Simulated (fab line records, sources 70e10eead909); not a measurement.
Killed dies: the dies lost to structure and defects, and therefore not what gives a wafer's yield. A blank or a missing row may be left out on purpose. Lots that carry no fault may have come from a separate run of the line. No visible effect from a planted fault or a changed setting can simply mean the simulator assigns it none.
fab line records + flow nandHarc
[record]
- lots = 12
- wafers = 36
- lastDay = 25
route steps=1159 shown A_BLC@987 A_M0@1004 END@1159
lots that met no fault: taken from a fault-free run of the same line
startH: hours from the record's first day to the start of the lot's first wafer shown + waitH: time in hours since the lot's previous step + " same as the row above + L1.1+2: one row covering several wafers at once + - value missing, or start not given + * or withheld: withheld + < > ~ a bound
route shown NAME@n: names a module that has steps shown in the file, with the first one's number in the route + usual: average and standard deviation across the fault-free wafers + same: alike in all rows + chamber/n: place in a boat + sites: readings site by site + _std_site: how widely they spread, as a standard deviation + _edge_site: the outer-site mean with the inner-site mean subtracted + radiusMm: for every site, how far away it sits from the centre of the wafer + mask NAME#n: copy n + behind: the last tool/chamber to shape the wafer + hold: what put the lot on hold/how long, in hours/how the hold closed + device: transistor that didn't switch, given as n, p or np + end of line: tests run on the same wafers once the route is complete + a step with no rows: only its recipe + killed: dies that structure and defects cost at the first sort, which is not the same as the wafer's yield + map: shows each die of a wafer: x if killed, . if not, _ if none is there
set.NAME: the run value of the setting; set.NAME@STEP: its run value at that earlier step + model.NAME: the simulator's own value behind a step, which no gauge read
one table for each step of the route and one row for each wafer, over a sample of lots
services: the hour from which a tool's chamber was out of use, counted from the record's first day as startH (under 0 if before that day), plus the number of hours and why
[[steps]]
[step NHARC_A_BLC_PVD_32]
[recipe]
- targetThkA = 50
- chamberPressurePa = 5
- powerW = 5000
- substrateTempC = 200
- timeS = 17.7
- material = Ti
[usual]
- throttleValvePct = 29.9/1.1
| lot.wafer | tool          | chamber | startH | waitH | throttleValvePct |
|-----------|---------------|---------|--------|-------|------------------|
| L382.4    | pvdSputter-02 | -       | -      | -     | 30.0             |
| L382.2    | "             | -       | "      | "     | 28.7             |
| L382.3    | "             | -       | "      | "     | 29.5             |
| L385.2    | pvdSputter-03 | -       | -      | -     | 28.8             |
| L385.5    | "             | -       | "      | "     | 28.9             |
| L385.6    | "             | -       | "      | "     | 31.5             |
| L386.4    | pvdSputter-03 | -       | -      | -     | 31.5             |
| L386.1    | "             | -       | "      | "     | 30.2             |
| L386.6    | "             | -       | "      | "     | 29.2             |
| L383.2    | pvdSputter-02 | -       | -      | -     | 29.5             |
| L383.6    | "             | -       | "      | "     | 29.2             |
| L383.5    | "             | -       | "      | "     | 29.0             |
| L388.2    | pvdSputter-03 | -       | -      | -     | 31.6             |
| L388.1    | "             | -       | "      | "     | 29.1             |
| L388.5    | "             | -       | "      | "     | 31.3             |
| L389.2    | pvdSputter-03 | -       | -      | -     | 30.5             |
| L389.1    | "             | -       | "      | "     | 31.2             |
| L389.5    | "             | -       | "      | "     | 28.9             |
| L397.1    | pvdSputter-02 | -       | -      | -     | 28.6             |
| L397.4    | "             | -       | "      | "     | 30.2             |
| L397.6    | "             | -       | "      | "     | 28.7             |
| L398.1    | pvdSputter-03 | -       | -      | -     | 31.5             |
| L398.3    | "             | -       | "      | "     | 31.4             |
| L398.2    | "             | -       | "      | "     | 28.6             |
| L396.1    | pvdSputter-02 | -       | -      | -     | 29.8             |
| L396.3    | "             | -       | "      | "     | 30.4             |
| L396.6    | "             | -       | "      | "     | 28.7             |
| L402.4    | pvdSputter-03 | -       | -      | -     | 31.3             |
| L402.3    | "             | -       | "      | "     | 29.0             |
| L402.5    | "             | -       | "      | "     | 31.5             |
| L403.2    | pvdSputter-03 | -       | -      | -     | 31.4             |
| L403.1    | "             | -       | "      | "     | 31.3             |
| L403.6    | "             | -       | "      | "     | 31.3             |
| L404.3    | pvdSputter-03 | -       | -      | -     | 31.6             |
| L404.4    | "             | -       | "      | "     | 31.1             |
| L404.6    | "             | -       | "      | "     | 28.8             |
[step NHARC_A_M0_CD_MEAS_09]
[recipe]
- targetCdNm = 80
- landingEnergyEv = 500
[usual]
- cdNm = 79.9/0.76
| lot.wafer | tool     | chamber | startH | waitH | cdNm |
|-----------|----------|---------|--------|-------|------|
| L382.2    | cdSem-03 | 0       | 405.18 | -     | 79.6 |
| L382.3    | "        | 0       | "      | "     | 80.4 |
| L382.4    | "        | 0       | "      | "     | 79.1 |
| L385.2    | cdSem-02 | 0       | 405.66 | -     | 79.1 |
| L385.5    | "        | 0       | "      | "     | 79.4 |
| L385.6    | "        | 0       | "      | "     | 80.5 |
| L386.1    | cdSem-02 | 0       | 423.57 | -     | 80.6 |
| L386.4    | "        | 0       | "      | "     | 79.6 |
| L386.6    | "        | 0       | "      | "     | 79.5 |
| L383.2    | cdSem-03 | 0       | 426.45 | -     | 80.0 |
| L383.5    | "        | 0       | "      | "     | 80.2 |
| L383.6    | "        | 0       | "      | "     | 80.4 |
| L388.1    | cdSem-02 | 0       | 442.72 | -     | 79.5 |
| L388.2    | "        | 0       | "      | "     | 80.6 |
| L388.5    | "        | 0       | "      | "     | 79.4 |
| L389.1    | cdSem-03 | 0       | 453.41 | -     | 80.2 |
| L389.2    | "        | 0       | "      | "     | 79.4 |
| L389.5    | "        | 0       | "      | "     | 79.8 |
| L397.1    | cdSem-03 | 0       | 510.09 | -     | 79.8 |
| L397.4    | "        | 0       | "      | "     | 81.1 |
| L397.6    | "        | 0       | "      | "     | 80.0 |
| L398.1    | cdSem-01 | 0       | 510.34 | -     | 80.3 |
| L398.2    | "        | 0       | "      | "     | 81.0 |
| L398.3    | "        | 0       | "      | "     | 79.2 |
| L396.1    | cdSem-01 | 0       | 511.08 | -     | 79.6 |
| L396.3    | "        | 0       | "      | "     | 80.2 |
| L396.6    | "        | 0       | "      | "     | 79.9 |
| L402.3    | cdSem-03 | 0       | 519.64 | -     | 80.3 |
| L402.4    | "        | 0       | "      | "     | 79.9 |
| L402.5    | "        | 0       | "      | "     | 79.8 |
| L403.1    | cdSem-01 | 0       | 526.51 | -     | 78.6 |
| L403.2    | "        | 0       | "      | "     | 80.3 |
| L403.6    | "        | 0       | "      | "     | 80.5 |
| L404.3    | cdSem-03 | 0       | 540.26 | -     | 81.4 |
| L404.4    | "        | 0       | "      | "     | 80.6 |
| L404.6    | "        | 0       | "      | "     | 80.4 |
[step NHARC_A_M0_ETCH_34]
[recipe]
- targetDepthA = 400
- overetchA = 120
- timeS = 43.94
- ionEnergyEv = 200
- n2FlowSccm = 150
- h2FlowSccm = 150
- arFlowSccm = 0
- rfW = 400
- biasW = 150
- chemistry = N2/H2
[usual]
- drypumpMotorCurrentA = 5.65/0.23
- oesProductAu = 1.002/0.012
- rfVppV = 430.9/2.8
- runLengthS = 65.4/0.52
- showerheadPlenumPTorr = 2.05/0.095
- throttleValvePct = 14.171/0.0087
| lot.wafer | tool       | chamber | startH | waitH | drypumpMotorCurrentA | oesProductAu | rfHoursCounterH | rfVppV | runLengthS | showerheadPlenumPTorr | throttleValvePct |
|-----------|------------|---------|--------|-------|----------------------|--------------|-----------------|--------|------------|-----------------------|------------------|
| L382.4    | rieDiel-09 | 3       | 405.45 | 0.1   | 5.80                 | 1.014        | 11              | 432.2  | 64.9       | 2.08                  | 14.159           |
| L382.2    | "          | 0       | "      | "     | 5.52                 | 0.997        | 11              | 426.6  | 65.6       | 1.91                  | 14.182           |
| L382.3    | "          | 1       | "      | "     | 5.75                 | 0.987        | 10              | 431.9  | 65.6       | 2.12                  | 14.180           |
| L385.2    | rieDiel-09 | 1       | 405.94 | 0.1   | 5.74                 | 0.999        | 10              | 432.6  | 65.9       | 2.12                  | 14.185           |
| L385.6    | "          | 2       | "      | "     | 6.07                 | 0.994        | -               | 432.1  | 65.3       | 2.13                  | 14.177           |
| L385.5    | "          | 3       | "      | "     | 5.83                 | 1.020        | -               | 431.3  | 65.2       | 2.08                  | 14.162           |
| L386.1    | rieDiel-04 | 1       | 423.84 | 0.1   | 5.69                 | 0.993        | 10              | 426.9  | 65.4       | 1.89                  | 14.157           |
| L386.4    | "          | 3       | "      | "     | 5.69                 | 1.012        | 8               | 433.3  | 65.7       | 2.17                  | 14.157           |
| L386.6    | "          | 2       | "      | "     | 5.26                 | 1.028        | -               | 429.7  | 66.0       | 2.02                  | 14.169           |
| L383.2    | rieDiel-04 | 2       | 426.73 | 0.1   | 5.24                 | 1.034        | 9               | 428.9  | 66.2       | 2.02                  | 14.175           |
| L383.5    | "          | 0       | "      | "     | 5.61                 | 0.999        | -               | 433.0  | 64.6       | 2.13                  | 14.164           |
| L383.6    | "          | 1       | "      | "     | 5.71                 | 0.996        | -               | 425.7  | 65.4       | 1.89                  | 14.178           |
| L388.2    | rieDiel-04 | 3       | 442.99 | 0.1   | 5.70                 | 1.022        | 10              | 433.6  | 66.0       | 2.17                  | 14.156           |
| L388.1    | "          | 0       | "      | "     | 5.64                 | 1.002        | 12              | 433.4  | 64.5       | 2.13                  | 14.182           |
| L388.5    | "          | 2       | "      | "     | 5.23                 | 1.011        | -               | 430.5  | 66.2       | 2.02                  | 14.163           |
| L389.2    | rieDiel-09 | 3       | 453.69 | 0.1   | 5.87                 | 1.009        | 1               | 431.8  | 65.2       | 2.08                  | 14.160           |
| L389.1    | "          | 0       | "      | "     | 5.50                 | 0.996        | 2               | 425.9  | 51.7       | 1.91                  | 14.183           |
| L389.5    | "          | 1       | "      | "     | 5.76                 | 0.993        | -               | 432.9  | 65.5       | 2.12                  | 14.164           |
| L397.4    | rieDiel-04 | 1       | 510.37 | 0.1   | 5.70                 | 0.984        | 3               | 427.4  | 65.4       | 1.89                  | 14.172           |
| L397.1    | "          | 2       | "      | "     | 5.25                 | 0.982        | 3               | 429.8  | 65.6       | 2.01                  | 14.177           |
| L397.6    | "          | 1       | "      | "     | 5.71                 | 1.002        | -               | 426.7  | 66.1       | 1.89                  | 14.172           |
| L398.2    | rieDiel-04 | 0       | 510.61 | 0.1   | 5.66                 | 1.009        | 3               | 434.7  | 64.4       | 2.13                  | 14.184           |
| L398.1    | "          | 1       | "      | "     | 5.72                 | 0.989        | 3               | 425.7  | 66.0       | 1.89                  | 14.184           |
| L398.3    | "          | 2       | "      | "     | 5.24                 | 0.987        | 3               | 430.1  | 65.5       | 2.01                  | 14.179           |
| L396.1    | rieDiel-04 | 3       | 511.35 | 0.1   | 5.70                 | 0.992        | 2               | 433.4  | 66.0       | 2.17                  | 14.171           |
| L396.3    | "          | 0       | "      | "     | 5.63                 | 1.011        | 3               | 433.5  | 64.8       | 2.13                  | 14.169           |
| L396.6    | "          | 0       | "      | "     | 5.62                 | 1.008        | -               | 433.2  | 64.6       | 2.13                  | 14.174           |
| L402.3    | rieDiel-04 | 3       | 519.92 | 0.1   | 5.70                 | 0.985        | 2               | 434.4  | 65.9       | 2.17                  | 14.163           |
| L402.4    | "          | 1       | "      | "     | 5.71                 | 0.992        | 3               | 425.4  | 65.3       | 1.89                  | 14.175           |
| L402.5    | "          | 3       | "      | "     | 5.70                 | 1.008        | -               | 435.5  | 66.3       | 2.17                  | 14.169           |
| L403.1    | rieDiel-13 | 2       | 526.80 | 0.1   | 5.41                 | 1.002        | 3               | 433.4  | 64.8       | 2.12                  | 14.167           |
| L403.2    | "          | 3       | "      | "     | 6.03                 | 0.989        | 4               | 430.6  | 64.8       | 2.01                  | 14.185           |
| L403.6    | "          | 2       | "      | "     | 5.42                 | 1.009        | -               | 431.1  | 64.7       | 2.12                  | 14.157           |
| L404.4    | rieDiel-09 | 1       | 540.53 | 0.1   | 5.74                 | 1.006        | 9               | 432.3  | 65.8       | 2.12                  | 14.177           |
| L404.3    | "          | 2       | "      | "     | 6.04                 | 1.008        | 9               | 432.9  | 64.9       | 2.13                  | 14.161           |
| L404.6    | "          | 3       | "      | "     | 5.80                 | 1.013        | -               | 431.0  | 65.3       | 2.07                  | 14.194           |
[step NHARC_A_M0_DEGAS_28]
[recipe]
- tempC = 250
- timeS = 60
[usual]
- heaterPowerW = 336/35
| lot.wafer | tool          | chamber | startH | waitH | heaterPowerW |
|-----------|---------------|---------|--------|-------|--------------|
| L382.3    | pvdSputter-01 | -       | 406.29 | -     | 378          |
| L382.4    | "             | -       | "      | "     | 313          |
| L382.2    | "             | -       | "      | "     | 373          |
| L385.2    | pvdSputter-01 | -       | 406.76 | -     | 369          |
| L385.5    | "             | -       | "      | "     | 368          |
| L385.6    | "             | -       | "      | "     | 314          |
| L386.4    | pvdSputter-01 | -       | 424.72 | -     | 359          |
| L386.1    | "             | -       | "      | "     | 307          |
| L386.6    | "             | -       | "      | "     | 379          |
| L383.2    | pvdSputter-03 | -       | 427.55 | -     | 294          |
| L383.6    | "             | -       | "      | "     | 300          |
| L383.5    | "             | -       | "      | "     | 291          |
| L388.1    | pvdSputter-01 | -       | 443.87 | -     | 371          |
| L388.2    | "             | -       | "      | "     | 359          |
| L388.5    | "             | -       | "      | "     | 368          |
| L389.1    | pvdSputter-03 | -       | 454.52 | -     | 300          |
| L389.2    | "             | -       | "      | "     | 294          |
| L389.5    | "             | -       | "      | "     | 289          |
| L397.4    | pvdSputter-02 | -       | 511.19 | -     | 348          |
| L397.1    | "             | -       | "      | "     | 329          |
| L397.6    | "             | -       | "      | "     | 293          |
| L398.1    | pvdSputter-01 | -       | 511.48 | -     | 307          |
| L398.3    | "             | -       | "      | "     | 358          |
| L398.2    | "             | -       | "      | "     | 371          |
| L396.3    | pvdSputter-03 | -       | 512.20 | -     | 306          |
| L396.1    | "             | -       | "      | "     | 360          |
| L396.6    | "             | -       | "      | "     | 306          |
| L402.4    | pvdSputter-02 | -       | 520.78 | -     | 339          |
| L402.3    | "             | -       | "      | "     | 351          |
| L402.5    | "             | -       | "      | "     | 349          |
| L403.2    | pvdSputter-01 | -       | 527.63 | -     | 304          |
| L403.1    | "             | -       | "      | "     | 368          |
| L403.6    | "             | -       | "      | "     | 315          |
| L404.3    | pvdSputter-01 | -       | 541.38 | -     | 381          |
| L404.4    | "             | -       | "      | "     | 314          |
| L404.6    | "             | -       | "      | "     | 361          |
[step NHARC_END_SORT_01]
[recipe]
- tempC = 25
[usual]
- defectLimitedYield = 95.5/1.4
- killedAtArray = 26/9.1
- killedAtOther = 0.7/0.9
- killedAtPeriphery = 3.6/2.8
- killedDies = 30/9.2
- killedOpen = 3.0/1.9
- killedShort = 2.0/1.4
- sort_bin_2_pct = 1.4/0.6
- sort_bin_3_pct = 0.23/0.17
- sort_bin_4_pct = 2.8/0.92
- sortNPass = 647/9.2
- sortRimYieldPct = 95.9/2.1
- sortYieldPct = 95.5/1.4
[same]
- grossDies = 677
- sort_bin_5_pct[%] = 0
- sort_bin_6_pct[%] = 0
- sort_bin_7_pct[%] = 0
- sort_bin_8_pct[%] = 0
- sortRimNGross = 106.00
| lot.wafer | tool      | chamber | startH | waitH | defectLimitedYield[%] | killedAtArray | killedAtOther | killedAtPeriphery | killedDies | killedOpen | killedShort | sort_bin_2_pct[%] | sort_bin_3_pct[%] | sort_bin_4_pct[%] | sortNPass | sortRimYieldPct[%] | sortYieldPct[%] |
|-----------|-----------|---------|--------|-------|-----------------------|---------------|---------------|-------------------|------------|------------|-------------|-------------------|-------------------|-------------------|-----------|--------------------|-----------------|
| L397.1    | prober-01 | 0       | 553.94 | 2.5   | 94.1                  | 35            | 1             | 4                 | 40         | 5          | 0           | 2.4               | 0.59              | 3.0               | 637       | 94.3               | 94.1            |
| L397.4    | prober-01 | 0       | 556.33 | 3.4   | 95.0                  | 23            | 1             | 10                | 34         | 2          | 0           | 1.5               | 0.44              | 3.1               | 643       | 93.4               | 95.0            |
| L397.6    | prober-01 | 0       | 557.92 | 4.0   | 94.7                  | 29            | 1             | 6                 | 36         | 4          | 1           | 1.6               | 0.15              | 3.5               | 641       | 94.3               | 94.7            |
| L396.1    | prober-01 | 0       | 561.74 | 2.5   | 94.5                  | 26            | 0             | 11                | 37         | 4          | 0           | 1.8               | 0.30              | 3.4               | 640       | 96.2               | 94.5            |
| L396.3    | prober-01 | 0       | 563.36 | 3.1   | 96.5                  | 16            | 0             | 8                 | 24         | 2          | 3           | 0.7               | 0.30              | 2.5               | 653       | 96.2               | 96.5            |
| L396.6    | prober-01 | 0       | 565.79 | 4.0   | 95.1                  | 22            | 1             | 10                | 33         | 1          | 1           | 0.9               | 0                 | 4.0               | 644       | 96.2               | 95.1            |
// killed by level:class
L397.1 A_SLIT:chamberFilmFlake=15 A_CHANNEL_HOLE_D1:chamberFilmFlake=7 A_CHANNEL_FILL_D1:chamberFilmFlake=4 A_CONTACT:chamberFilmFlake=4 A_WL_FILL:geometricParticle:open=2 P_BONDPAD:chamberFilmFlake=2 P_GATE:geometricParticle:open=1 A_CHANNEL_FILL_D1:geometricParticle:open=1
L397.4 A_SLIT:chamberFilmFlake=10 P_BONDPAD:chamberFilmFlake=6 A_CONTACT:chamberFilmFlake=5 P_ZERO_WELL:chamberFilmFlake=4 A_CHANNEL_HOLE_D1:chamberFilmFlake=4 A_CHANNEL_HOLE_D1:geometricParticle:open=1 A_M1:geometricParticle:open=1 A_WL_FILL:chamberFilmFlake=1
L397.6 A_SLIT:chamberFilmFlake=11 A_CHANNEL_HOLE_D1:chamberFilmFlake=6 A_CONTACT:chamberFilmFlake=4 P_BONDPAD:chamberFilmFlake=3 A_CHANNEL_FILL_D1:chamberFilmFlake=3 A_CONTACT:geometricParticle:open=2 P_ZERO_WELL:chamberFilmFlake=2 A_CHANNEL_FILL_D1:geometricParticle:short=1
L396.1 A_CHANNEL_HOLE_D1:chamberFilmFlake=19 P_BONDPAD:chamberFilmFlake=7 A_CONTACT:chamberFilmFlake=4 A_M0:geometricParticle:open=2 P_M1:chamberFilmFlake=2 P_CONTACT:geometricParticle:open=1 A_CONTACT:geometricParticle:open=1 P_GATE:chamberFilmFlake=1
L396.3 A_CHANNEL_HOLE_D1:chamberFilmFlake=10 P_BONDPAD:chamberFilmFlake=4 A_CONTACT:chamberFilmFlake=3 P_GATE:geometricParticle:short=1 P_CONTACT:geometricParticle:open=1 A_CHANNEL_HOLE_D1:geometricParticle:short=1 A_SGD_CUT:geometricParticle:open=1 A_SGD_CUT:geometricParticle:short=1
L396.6 A_CHANNEL_HOLE_D1:chamberFilmFlake=19 P_BONDPAD:chamberFilmFlake=5 P_ZERO_WELL:chamberFilmFlake=2 P_CONTACT:geometricParticle:open=1 P_CONTACT:geometricParticle:short=1 P_M1:chamberFilmFlake=1 A_WL_FILL:chamberFilmFlake=1 A_CONTACT:chamberFilmFlake=1
[[services]]
| tool          | chamber | startH | hours | kind   |
|---------------|---------|--------|-------|--------|
| rieDiel-04    | 3       | 392.19 | 13.0  | repair |
| rieDiel-04    | 0       | 395.90 | -     | clean  |
| rieDiel-04    | 1       | 395.90 | -     | clean  |
| rieDiel-04    | 2       | 395.90 | -     | clean  |
| pvdSputter-02 | -       | 401.47 | 10.0  | pm     |
| rieDiel-04    | 0       | 420.40 | -     | clean  |
| rieDiel-04    | 1       | 420.40 | -     | clean  |
| rieDiel-04    | 2       | 420.40 | -     | clean  |
| rieDiel-04    | 3       | 420.40 | -     | clean  |
| rieDiel-13    | 0       | 422.28 | 4.6   | repair |
| rieDiel-09    | -       | 431.10 | 9.0   | pm     |
| rieDiel-13    | 0       | 439.06 | 12.5  | repair |
| rieDiel-04    | 0       | 444.90 | -     | clean  |
| rieDiel-04    | 1       | 444.90 | -     | clean  |
| pvdSputter-01 | -       | 448.68 | 4.1   | repair |
| rieDiel-13    | -       | 453.00 | 9.0   | pm     |
| pvdSputter-03 | -       | 456.15 | 2.1   | repair |
| rieDiel-04    | -       | 465.90 | 9.0   | pm     |
| rieDiel-04    | 3       | 478.24 | 14.8  | repair |
| rieDiel-13    | 0       | 501.06 | 2.7   | repair |
| rieDiel-04    | 1       | 502.93 | 6.6   | repair |
| rieDiel-04    | -       | 506.15 | 1.2   | repair |
| pvdSputter-01 | -       | 514.05 | 10.0  | pm     |
| rieDiel-13    | -       | 514.42 | 0.7   | repair |
[[key]]
[firstSign]
- step = NHARC_A_M0_ETCH_34
- reading = runLengthS
- direction = down
- sigmas = 26
- usual = *
- struck = *
effect none on later readings
metAt NHARC_A_M0_ETCH_34
struckLots L389
struckWafers L389.1
notActingAt NHARC_A_BLC_PVD_32,NHARC_A_M0_CD_MEAS_09,NHARC_A_M0_DEGAS_28
onsetBetween 405.45 453.69
[fault]
- kind = processParameterDrift
- tool = rieDiel-09
- chamber = 0
- onsetH = 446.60
- steps = NHARC_A_M0_ETCH_34
- channel = timeS
- offset = *
- shape = step
- endH = 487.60
- actsIn = *
- stated = *
